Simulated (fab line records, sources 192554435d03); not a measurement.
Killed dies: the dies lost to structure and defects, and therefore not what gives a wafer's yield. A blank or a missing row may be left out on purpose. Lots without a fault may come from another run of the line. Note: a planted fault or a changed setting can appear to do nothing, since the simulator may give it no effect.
fab line records -- flow n5Finfet
record: lots: 12, wafers: 36, lastDay: 17
route steps=1938 shown HKMG_FIN@455 BEOL_M15@1814 MIM_TOP@1838 PASSIVATION@1936
lots that met no fault: taken from a fault-free run of the same line
startH: the number of hours between the record's first day and the start of the first shown wafer of the lot -- waitH: hours from the lot's prior step to this one -- " as in the row above -- L1.1+2: a single row standing in for several wafers -- - either no value or no given start -- * or withheld: withheld -- < > ~ a bound
route shown NAME@n: names a module that has steps shown in the file, with the first one's number in the route -- usual: average and standard deviation across the fault-free wafers -- same: alike in all rows -- chamber/n: place in a boat -- sites: each site's reading -- _std_site: how widely they spread, as a standard deviation -- _edge_site: the outer-site mean with the inner-site mean subtracted -- radiusMm: for every site, how far away it sits from the centre of the wafer -- mask NAME#n: copy n -- behind: the most recent tool/chamber to have shaped the wafer -- hold: why the lot went on hold/how many hours it stayed there/how the hold came to an end -- device: which transistor (n, p or np) failed to switch -- end of line: at the end of the route, the tests of the same wafers -- a step with no rows: only its recipe -- killed: at the first sort, the dies lost to defects and structure; wafer yield is something else -- map: dies across one wafer; x = killed, . = not, _ = none there
set.NAME: the setting as run; set.NAME@STEP: as run at that earlier step -- model.NAME: the simulator's own value behind a step, which no gauge read
steps of the route over a sample of lots; a table a step, a row a wafer
services: from which hour (startH, from the record's first day; less than 0 if before it) a tool's chamber was out of use, for how many hours, and why
== steps ==
step: N5_HKMG_FIN_STRIP_69
recipe: chemistry: N2/H2, powerW: 2500, tempC: 300, h2Frac: 0.65, timeS: 360, pressureMtorr: withheld, n2FlowSccm: 1750, h2FlowSccm: 3250
usual: drypumpMotorCurrentA: 5.6/0.46, heaterPowerW: 496/54
lot.wafer,tool,chamber,startH,waitH,drypumpMotorCurrentA,heaterPowerW,rfHoursCounterH
L978.2,plasmaAsher-02,1,87.46,0.1,5.4,595,94
L978.4,plasmaAsher-02,0,87.46,0.1,6.0,458,-
L978.6,plasmaAsher-02,1,87.46,0.1,5.4,574,-
L981.1,plasmaAsher-01,0,104.44,0.1,6.0,451,42
L981.2,plasmaAsher-01,1,104.44,0.1,4.9,486,42
L981.5,plasmaAsher-01,1,104.44,0.1,4.9,484,-
L982.1,plasmaAsher-01,1,108.14,0.1,4.9,491,43
L982.3,plasmaAsher-01,0,108.14,0.1,6.0,451,-
L982.5,plasmaAsher-01,0,108.14,0.1,6.0,447,-
L983.4,plasmaAsher-01,1,114.07,0.2,4.9,487,-
L983.5,plasmaAsher-01,0,114.07,0.2,6.0,450,-
L983.6,plasmaAsher-01,1,114.07,0.2,4.9,478,-
L984.2,plasmaAsher-01,0,122.66,0.1,6.1,457,45
L984.3,plasmaAsher-01,0,122.66,0.1,6.1,451,-
L984.4,plasmaAsher-01,1,122.66,0.1,4.9,494,-
L985.3,plasmaAsher-01,1,125.66,0.2,4.9,484,-
L985.4,plasmaAsher-01,0,125.66,0.2,6.0,454,-
L985.6,plasmaAsher-01,1,125.66,0.2,4.9,485,-
L987.2,plasmaAsher-01,0,139.82,0.1,6.0,451,48
L987.3,plasmaAsher-01,0,139.82,0.1,6.1,459,-
L987.6,plasmaAsher-01,0,139.82,0.1,6.1,434,-
L988.3,plasmaAsher-01,0,146.59,0.3,6.0,456,-
L988.5,plasmaAsher-01,1,146.59,0.3,4.9,491,-
L988.6,plasmaAsher-01,0,146.59,0.3,6.1,445,-
L990.1,plasmaAsher-01,1,156.77,0.1,4.9,487,52
L990.2,plasmaAsher-01,0,156.77,0.1,6.0,440,52
L990.5,plasmaAsher-01,0,156.77,0.1,6.0,442,-
L992.1,plasmaAsher-02,0,167.89,0.1,6.0,461,110
L992.2,plasmaAsher-02,1,167.89,0.1,5.4,592,110
L992.6,plasmaAsher-02,0,167.89,0.1,6.0,467,-
L997.2,plasmaAsher-02,1,196.85,0.1,5.4,588,116
L997.3,plasmaAsher-02,0,196.85,0.1,6.0,457,-
L997.4,plasmaAsher-02,1,196.85,0.1,5.4,582,-
L100.2,plasmaAsher-01,1,220.92,0.1,4.9,475,64
L100.4,plasmaAsher-01,0,220.92,0.1,6.0,464,-
L100.5,plasmaAsher-01,1,220.92,0.1,4.9,503,-
step: N5_BEOL_M15_ETCH_38
recipe: chemistry: CF4/N2, target: SiCN, targetDepthA: 1064, taperDeg: 2, timeS: 120.5, ionEnergyEv: 150, maskMaterial: SiO2, pressureMtorr: 40, sourceW: 430, biasW: 70, Ar_flow_sccm: 100, cf4FlowSccm: 60, n2FlowSccm: 60
usual: drypumpMotorCurrentA: 5.5/0.44, oesProductAu: 0.79/0.074, rfVppV: 382.2/2.1, showerheadPlenumPTorr: 2.20/0.084, throttleValvePct: 15.38/0.26
lot.wafer,tool,chamber,startH,waitH,drypumpMotorCurrentA,oesProductAu,rfHoursCounterH,rfVppV,showerheadPlenumPTorr,throttleValvePct
L978.2,rieDiel-05,1,-,-,5.5,0.72,189,379.8,2.09,15.26
L978.4,rieDiel-05,2,-,-,5.8,0.73,166,383.8,2.20,15.61
L978.6,rieDiel-05,1,-,-,5.5,0.72,-,380.6,2.09,15.24
L981.1,rieDiel-03,3,-,-,5.9,0.84,57,381.9,2.24,15.31
L981.2,rieDiel-03,1,-,-,4.9,0.89,38,383.8,2.25,15.30
L981.5,rieDiel-03,3,-,-,5.9,0.86,-,384.6,2.24,15.33
L983.4,rieDiel-04,3,-,-,5.4,0.81,70,387.0,2.34,15.03
L983.5,rieDiel-04,1,-,-,5.0,0.90,-,381.9,2.15,15.13
L983.6,rieDiel-04,0,-,-,6.3,0.82,-,380.2,2.13,15.59
L982.1,rieDiel-04,3,-,-,5.4,0.81,72,385.0,2.34,15.04
L982.3,rieDiel-04,1,-,-,5.1,0.89,17,381.2,2.15,15.13
L982.5,rieDiel-04,2,-,-,5.0,0.72,-,379.9,2.10,15.50
L984.2,rieDiel-05,2,-,-,5.8,0.72,176,382.5,2.19,15.64
L984.3,rieDiel-05,3,-,-,5.4,0.80,110,382.9,2.21,15.50
L984.4,rieDiel-05,1,-,-,5.5,0.72,201,379.9,2.08,15.26
L985.3,rieDiel-04,0,-,-,6.3,0.82,84,379.6,2.13,15.59
L985.4,rieDiel-04,2,-,-,5.0,0.72,214,378.8,2.10,15.52
L985.6,rieDiel-04,2,-,-,4.9,0.72,-,380.3,2.10,15.50
L987.2,rieDiel-03,3,-,-,5.9,0.85,69,383.2,2.24,15.34
L987.3,rieDiel-03,0,-,-,5.8,0.68,219,383.7,2.27,15.95
L987.6,rieDiel-03,0,-,-,5.8,0.68,-,385.5,2.27,15.93
L988.3,rieDiel-04,1,-,-,5.0,0.88,30,382.2,2.15,15.16
L988.5,rieDiel-04,1,-,-,5.0,0.87,-,381.6,2.15,15.16
L988.6,rieDiel-04,2,-,-,5.0,0.72,-,380.8,2.09,15.52
L992.1,rieDiel-05,2,-,-,5.8,0.70,191,382.0,2.19,15.67
L992.2,rieDiel-05,1,-,-,5.5,0.71,215,380.4,2.08,15.29
L992.6,rieDiel-05,1,-,-,5.5,0.71,-,378.3,2.08,15.29
L990.1,rieDiel-05,3,-,-,5.4,0.78,126,382.0,2.20,15.55
L990.2,rieDiel-05,2,-,-,5.8,0.70,191,381.8,2.19,15.66
L990.5,rieDiel-05,3,-,-,5.4,0.77,-,382.1,2.20,15.54
L997.2,rieDiel-04,1,-,-,5.0,0.84,45,381.2,2.14,15.21
L997.3,rieDiel-04,0,-,-,6.3,0.80,110,379.9,2.13,15.66
L997.4,rieDiel-04,1,-,-,5.0,0.86,-,383.1,2.14,15.17
L100.2,rieDiel-04,1,-,-,5.1,0.86,47,381.6,2.14,15.20
L100.4,rieDiel-04,1,-,-,5.1,0.85,-,382.3,2.14,15.18
L100.5,rieDiel-04,0,-,-,6.3,0.79,-,380.3,2.12,15.63
step: N5_MIM_TOP_SPUTTER_03
recipe: material: TiN, targetThkA: 350, tempC: 200, powerW: 3000, chamberPressurePa: 0.49996, gas: Ar, reactivePartialPa: 0.37997, timeS: 89.7
usual: cathodeDcPowerW: 2999.9/0.56, throttleValvePct: 29.7/1
lot.wafer,tool,chamber,startH,waitH,cathodeDcPowerW,throttleValvePct
L978.2,pvdSputter-01,-,282.02,0.0,2999.6,30.8
L978.4,pvdSputter-01,-,282.02,0.0,2998.8,32.1
L978.6,pvdSputter-01,-,282.02,0.0,3000.6,31.2
L981.1,pvdSputter-01,-,292.12,0.0,3000.2,31.0
L981.2,pvdSputter-01,-,292.12,0.0,2999.3,29.0
L981.5,pvdSputter-01,-,292.12,0.0,3000.1,28.9
L983.4,pvdSputter-01,-,305.02,0.0,2998.8,32.2
L983.5,pvdSputter-01,-,305.02,0.0,2998.9,29.2
L983.6,pvdSputter-01,-,305.02,0.0,3000.1,30.0
L982.1,pvdSputter-02,-,307.73,0.0,3000.2,29.1
L982.3,pvdSputter-02,-,307.73,0.0,3000.0,28.3
L982.5,pvdSputter-02,-,307.73,0.0,2999.7,28.9
L984.2,pvdSputter-03,-,311.60,0.0,3000.6,30.3
L984.3,pvdSputter-03,-,311.60,0.0,3001.4,29.3
L984.4,pvdSputter-03,-,311.60,0.0,2999.9,29.0
L985.3,pvdSputter-01,-,313.61,0.0,2999.4,30.1
L985.4,pvdSputter-01,-,313.61,0.0,2999.5,31.9
L985.6,pvdSputter-01,-,313.61,0.0,3000.4,29.1
L987.2,pvdSputter-01,-,326.12,0.0,2999.1,30.7
L987.3,pvdSputter-01,-,326.12,0.0,2999.9,32.3
L987.6,pvdSputter-01,-,326.12,0.0,2999.9,30.1
L988.3,pvdSputter-02,-,348.62,0.0,3000.6,29.4
L988.5,pvdSputter-02,-,348.62,0.0,2999.9,29.4
L988.6,pvdSputter-02,-,348.62,0.0,3001.1,28.9
L992.1,pvdSputter-02,-,358.51,0.0,3000.4,28.8
L992.2,pvdSputter-02,-,358.51,0.0,2999.7,28.0
L992.6,pvdSputter-02,-,358.51,0.0,3000.7,29.4
L990.1,pvdSputter-01,-,362.40,0.0,2999.4,32.3
L990.2,pvdSputter-01,-,362.40,0.0,3002.0,29.0
L990.5,pvdSputter-01,-,362.40,0.0,3000.1,32.4
L997.2,pvdSputter-01,-,393.60,0.0,2999.6,30.6
L997.3,pvdSputter-01,-,393.60,0.0,3000.1,29.8
L997.4,pvdSputter-01,-,393.60,0.0,2999.1,32.1
L100.2,pvdSputter-02,-,396.81,0.0,2999.3,28.0
L100.4,pvdSputter-02,-,396.81,0.0,2998.7,29.5
L100.5,pvdSputter-02,-,396.81,0.0,3000.5,28.3
step: N5_PASSIVATION_PROBE_49
usual: defectLimitedYield: 91.2/1.3, killed_at_M0_to_M3: 34/10, killed_at_M4_up: 13/4.6, killedAtContacts: 13/5.5, killedAtFrontEnd: 41/12, killedAtOther: 2.8/2.4, killedDies: 104/16, killedOpen: 67/12, killedShort: 33/7.2, sort_bin_5_function: 5.1/0.86, sort_bin_6_memory: 3.3/0.62, sortNPass: 1076/16, sortYieldPct: 91.2/1.3
same: grossDies: 1180, killedAtBackSide: 0, sort_bin_4_leakage[%]: 0, sort_bin_8_speed[%]: 0
lot.wafer,tool,chamber,startH,waitH,defectLimitedYield[%],killed_at_M0_to_M3,killed_at_M4_up,killedAtContacts,killedAtFrontEnd,killedAtOther,killedDies,killedOpen,killedShort,sort_bin_5_function[%],sort_bin_6_memory[%],sortNPass,sortYieldPct[%]
L988.3,prober-01,-,360.57,1.0,82.5,37,8,19,143,0,207,60,26,11.9,3.7,973,82.5
L988.5,prober-01,-,360.67,1.1,79.9,44,17,13,163,0,237,77,28,12.7,4.4,943,79.9
L988.6,prober-01,-,360.72,1.2,83.9,31,8,11,139,1,190,50,20,10.6,3.6,990,83.9
L990.1,prober-01,-,376.01,0.0,82.3,24,17,11,156,1,209,52,29,10.8,4.7,971,82.3
L990.2,prober-01,-,376.06,0.1,83.5,14,10,3,164,4,195,40,17,11.0,3.8,985,83.5
L990.5,prober-01,-,376.21,0.2,81.9,17,12,7,173,4,213,49,30,11.2,4.4,967,81.9
killed by level:class
L988.3 HKMG_FIN:unspecified=120 MOL_CONTACT_COAG:geometricParticle:open=15 FIN_SAQP:geometricParticle:open=8 BEOL_M0_SAQP:geometricParticle:short=7 BEOL_M1:geometricParticle:open=7 BEOL_M0_SAQP:geometricParticle:open=6 MOL_CONTACT_COAG:geometricParticle:short=4 BEOL_M2:geometricParticle:open=4
L988.5 HKMG_FIN:unspecified=121 BEOL_M2:geometricParticle:open=12 MOL_CONTACT_COAG:geometricParticle:open=10 HKMG_FIN:areaEtch=10 FIN_SAQP:geometricParticle:open=9 STI_FIN_REVEAL:geometricParticle:open=9 BEOL_M3:geometricParticle:open=7 BEOL_M4:geometricParticle:open=6
L988.6 HKMG_FIN:unspecified=119 MOL_CONTACT_COAG:geometricParticle:open=10 BEOL_M2:geometricParticle:open=10 STI_FIN_REVEAL:geometricParticle:open=7 BEOL_M3:geometricParticle:open=5 BEOL_M0_SAQP:geometricParticle:short=4 BEOL_M0_SAQP:geometricParticle:open=3 BEOL_M3:geometricParticle:short=3
L990.1 HKMG_FIN:unspecified=124 FIN_SAQP:geometricParticle:open=17 MOL_CONTACT_COAG:geometricParticle:open=8 BEOL_M0_SAQP:geometricParticle:short=7 BEOL_M0_SAQP:geometricParticle:open=6 FIN_SAQP:geometricParticle:short=4 GATE_CUT:geometricParticle:short=3 MOL_CONTACT_COAG:geometricParticle:short=3
L990.2 HKMG_FIN:unspecified=132 FIN_SAQP:geometricParticle:open=12 FIN_SAQP:geometricParticle:short=7 STARTING-WAFER:geometricParticle:open=5 MOL_CONTACT_COAG:geometricParticle:open=3 BEOL_M2:geometricParticle:open=3 STARTING-WAFER:geometricParticle:short=3 GATE_CUT:geometricParticle:open=2
L990.5 HKMG_FIN:unspecified=130 FIN_SAQP:geometricParticle:open=13 FIN_SAQP:geometricParticle:short=10 MOL_CONTACT_COAG:geometricParticle:open=6 BEOL_M2:geometricParticle:open=4 FIN_CUT:geometricParticle:open=3 SPACER0:geometricParticle:short=3 GATE_CUT:geometricParticle:short=3
== services ==
tool,chamber,startH,hours,kind
rieDiel-05,0,69.06,-,clean
rieDiel-03,3,74.51,6.5,repair
rieDiel-03,0,83.65,4.6,repair
pvdSputter-01,-,94.72,1.8,repair
plasmaAsher-01,-,96.51,2.3,repair
plasmaAsher-01,-,115.26,2.2,repair
pvdSputter-03,-,157.71,0.7,repair
rieDiel-03,2,161.67,4.7,repair
rieDiel-04,-,199.56,1.0,repair
rieDiel-04,1,231.91,-,clean
rieDiel-04,1,231.91,-,consumableReplace:focusRing
rieDiel-04,1,231.91,14.9,scheduledDown
rieDiel-04,1,231.91,14.9,ventCycle
rieDiel-05,-,243.98,0.4,repair
rieDiel-05,1,248.26,8.4,repair
rieDiel-05,-,265.91,4.3,pm
rieDiel-05,-,283.06,1.3,repair
rieDiel-04,2,310.40,11.5,repair
rieDiel-05,0,359.28,1.5,repair
plasmaAsher-02,-,363.95,6.6,repair
pvdSputter-02,-,366.38,0.7,repair
rieDiel-05,3,373.86,6.3,repair
rieDiel-04,2,377.70,15.9,repair
rieDiel-03,3,383.78,2.1,repair
== key ==
firstSign: step: N5_PASSIVATION_PROBE_49, reading: killedAtFrontEnd, direction: up, sigmas: 9.9, usual: 41, struck: 156
effect: step: N5_PASSIVATION_PROBE_49, reading: defectLimitedYield, direction: down, sigmas: 6.7, usual: 91.2, struck: 82.3
moreKillsBornAt: N5_HKMG_FIN_STRIP_69@plasmaAsher-01: 746
metAt N5_HKMG_FIN_STRIP_69
struckLots L988,L990
baselineLoss: step: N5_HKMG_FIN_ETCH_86, wafers: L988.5
notActingAt N5_BEOL_M15_ETCH_38,N5_MIM_TOP_SPUTTER_03
onsetBetween 139.82 146.59
fault: kind: chamberParticleSource, tool: plasmaAsher-01, chamber: -, onsetH: 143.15, steps: N5_HKMG_FIN_STRIP_69, ratePerVisitCm2: 0.79679, endH: 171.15
baselineLoss: these wafers lose ten dies or more at that step, a loss of the line's own and not of a fault; the sort's usual values leave them out
